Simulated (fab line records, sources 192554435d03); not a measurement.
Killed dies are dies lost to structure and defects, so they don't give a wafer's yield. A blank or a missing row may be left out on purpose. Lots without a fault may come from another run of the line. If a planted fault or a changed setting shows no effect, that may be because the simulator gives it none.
The same fault as seen by 3 desks / flow n5 finfet / every desk sees just its own numbers, and what lay behind them comes last

DESK OF THE TOOL OWNER: pecvd-03
The tool's own readings at N5_BEOL_M13_ILD_DEP_00 (deposits SiOC from DEMS/O2, target thk 837.92 nm, time 166.4 s): means of the sampled wafers that have a number, for each lot that ran on this tool. A lot is out of limits, marked OUT, if its mean lies more than 4 standard deviations from the usual mean; the brackets give that distance.
Columns: A = heater power w at N5_BEOL_M13_ILD_DEP_00, usual 487 W; B = rf fwd power W at N5_BEOL_M13_ILD_DEP_00, usual 498.1 W; C = showerhead plenum p Torr at N5_BEOL_M13_ILD_DEP_00, usual 5.700 Torr; D = throttle valve pct at N5_BEOL_M13_ILD_DEP_00, usual 11.9 %
lot=L433; first seen here=day 11 12:58; A=561; B=498.4; C=5.711; D=11.4
lot=L443; first seen here=day 14 22:51; A=523; B=499.2; C=5.702; D=11.5
lot=L444; first seen here=day 15 02:41; A=535; B=498.5; C=5.702; D=11.5
Result from this desk: across the 3 lots, nothing is out of limits.

THE DEFECT DESK
Counts from the inspections along the route, per lot, as means over the sampled wafers that have a number. A lot is out of limits, marked OUT, if its mean lies more than 4 standard deviations from the usual mean; the brackets give that distance.
Columns: A = raw defect count at N5_BEOL_M12_INSPECT_55, usual 68; B = raw defect count at N5_BEOL_M13_INSPECT_12, usual 2.1
lot=L433; first seen here=day 11 12:55; A=47; B=2.3
lot=L434; first seen here=day 12 13:06; A=99; B=1.3
lot=L443; first seen here=day 14 22:49; A=56; B=3.3
lot=L444; first seen here=day 15 02:39; A=65; B=3.7
lot=L448; first seen here=day 16 07:11; A=74; B=2.7
lot=L450; first seen here=day 16 16:53; A=62; B=1.7
Result from this desk: across the 6 lots, nothing is out of limits.

AT THE METROLOGY DESK
What the gauges read for every lot (on any tool): the sampled wafers with a number, averaged. A lot is out of limits, marked OUT, if its mean lies more than 4 standard deviations from the usual mean; the brackets give that distance. Readings shown: 7 out of 9 (the first out of limits, and those lying furthest out on some lot).
Columns: A = M13_ILD_THK at N5_BEOL_M13_THK_MEAS_01, usual 835 nm; B = cd nm at N5_BEOL_M13_CD_MEAS_10, usual 190.0 nm; C = V12_OVL at N5_BEOL_M13_OVL_MEAS_11, usual -3 nm; D = cd nm at N5_BEOL_M13_CD_MEAS_17, usual 190.3 nm; E = trench depth nm at N5_BEOL_M13_OCD_MEAS_35, usual 414 nm; F = M13_THK at N5_BEOL_M13_THK_MEAS_50, usual 425 nm; G = M13_RS at N5_BEOL_M13_RS_MEAS_54, usual 0.0450 ohm/sq
lot=L433; first seen here=day 11 12:45; A=826; B=189.5; C=1; D=189.9; E=417; F=429; G=0.0447
lot=L434; first seen here=day 12 12:57; A=832; B=190.1; C=2; D=190.9; E=414; F=428; G=0.0450
lot=L443; first seen here=day 14 22:40; A=723 (-11) OUT; B=189.8; C=-1; D=189.8; E=262 (-33) OUT; F=430; G=0.0442
lot=L444; first seen here=day 15 02:30; A=717 (-12) OUT; B=190.2; C=-2; D=190.1; E=261 (-33) OUT; F=428; G=0.0447
lot=L448; first seen here=day 16 07:01; A=839; B=191.2; C=-16; D=191.8; E=417; F=433; G=0.0444
lot=L450; first seen here=day 16 16:44; A=834; B=192.3; C=2; D=192.7; E=416; F=430; G=0.0448
This desk's finding: out of limits on L443, L444; first on L443, day 14 23:00 (M13_ILD_THK at N5_BEOL_M13_THK_MEAS_01). L433, L434, L448, L450: within limits.

ALL TOGETHER
The metrology desk could have raised an alarm at day 14 23:00, on L443, L444.
The tool owner's desk saw nothing out of limits.
No out-of-limits result turned up at the defect desk.
The tool owner's desk has L443, L444 on record, within its limits.
The defect desk has L443, L444 on record, within its limits.
On pecvd-03, each named lot ran N5_BEOL_M13_ILD_DEP_00.

WHAT THE SIMULATOR HAD INSERTED
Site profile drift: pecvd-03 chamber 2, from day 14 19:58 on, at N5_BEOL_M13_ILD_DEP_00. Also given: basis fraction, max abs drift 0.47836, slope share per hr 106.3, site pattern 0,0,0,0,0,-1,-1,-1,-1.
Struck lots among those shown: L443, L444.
Hours from the fault's start to each desk's first reading out of limits: the metrology desk, 3.
